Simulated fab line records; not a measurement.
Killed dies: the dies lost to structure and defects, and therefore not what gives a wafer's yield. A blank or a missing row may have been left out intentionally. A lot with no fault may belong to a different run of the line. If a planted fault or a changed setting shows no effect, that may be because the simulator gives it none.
A lot that was struck, set against a sound lot | flow nand-harc | 17 out of 1159 route steps
Sound: the wafers L424.1, L424.5, L424.6. The struck wafers were L414.3, L414.4, L414.5. The cause comes at the end.
For every step that has rows: the tool of each side, followed by ch and its chambers, followed by its first start. Under that, the readings that differ: sound wafers | struck wafers | difference of the means | sigmas: that difference in standard deviations of wafers without a fault.
alike: same words and numbers on both sides, and readings whose means sit less than 2 such deviations apart. not compared: any withheld reading, any reading some wafer has no value for, any bound like >300 that may hide the same value, and any number with overlapping values for which the record gives no deviation.
A row with sigmas, a row that says differs or no value, or rows on one side alone: a step with any of these is where the two part. When numbers do not overlap yet have no deviation, they are printed without sigmas and do not part them. A reading that every wafer of one side lacks parts them only if that side has two wafers or more.

NHARC_P_ZERO_WELL_CD_MEAS_24: the cd target is 720 nm.
  sound on cd-sem-02 ch 0, day 5 08:29; struck on cd-sem-01 ch 0, day 2 20:29
  alike: cd-nm
then, 1 step without rows for these wafers: NHARC_P_ZERO_WELL_HARDBAKE_25 (time 80 s).
NHARC_P_ZERO_WELL_DESCUM_26: chemistry O2, time 3 s.
  sound on rie-diel-03 ch 0,1,2, day 5 08:38; struck on rie-diel-10 ch 0,1,3, day 2 20:40
  alike: drypump-motor-current-A, oes-product-au, rf-vpp-V, showerhead-plenum-p-Torr, throttle-valve-pct
  not compared: rf-hours-counter-h
then, 9 steps without rows for these wafers: NHARC_P_ZERO_WELL_IMPLANT_27; NHARC_P_ZERO_WELL_IMPLANT_57; NHARC_P_ZERO_WELL_IMPLANT_58; NHARC_P_ZERO_WELL_STRIP_28 (strips in SPM, time 840 s); NHARC_P_ZERO_WELL_DEHYDRATE_29 (time 120 s); NHARC_P_ZERO_WELL_HMDS_30 (time 30 s); NHARC_P_ZERO_WELL_COAT_31; NHARC_P_ZERO_WELL_SOFTBAKE_32 (time 95 s); NHARC_P_ZERO_WELL_EBR_33.
NHARC_P_ZERO_WELL_EXPOSE_34: exposes mask P PWELL, target cd 720 nm.
  sound on krf-scanner-04 ch 0, day 5 09:59; struck on krf-scanner-04 ch 0, day 2 21:59
  reading | sound                         | struck                     | difference | sigmas
  mask    | P_PWELL#0 P_PWELL#0 P_PWELL#0 | P_HVPW#0 P_HVPW#0 P_HVPW#0 | differs    |
then, 2 steps without rows for these wafers: NHARC_P_ZERO_WELL_PEB_35 (peb time 85 s); NHARC_P_ZERO_WELL_DEVELOP_36 (time 70 s).
NHARC_P_ZERO_WELL_CD_MEAS_37: the cd target is 720 nm.
  sound on cd-sem-03 ch 0, day 5 10:08; struck on cd-sem-03 ch 0, day 2 22:08
  reading    | sound             | struck | difference                    | sigmas
  cd-nm (nm) | 717.7 718.1 717.4 | - - -  | no value on the struck wafers |
then, 1 step without rows for these wafers: NHARC_P_ZERO_WELL_HARDBAKE_38 (time 80 s).

WHERE THEY PART
First at NHARC_P_ZERO_WELL_EXPOSE_34; last, within this record, at NHARC_P_ZERO_WELL_CD_MEAS_37.

WHY: the cause the simulator had injected
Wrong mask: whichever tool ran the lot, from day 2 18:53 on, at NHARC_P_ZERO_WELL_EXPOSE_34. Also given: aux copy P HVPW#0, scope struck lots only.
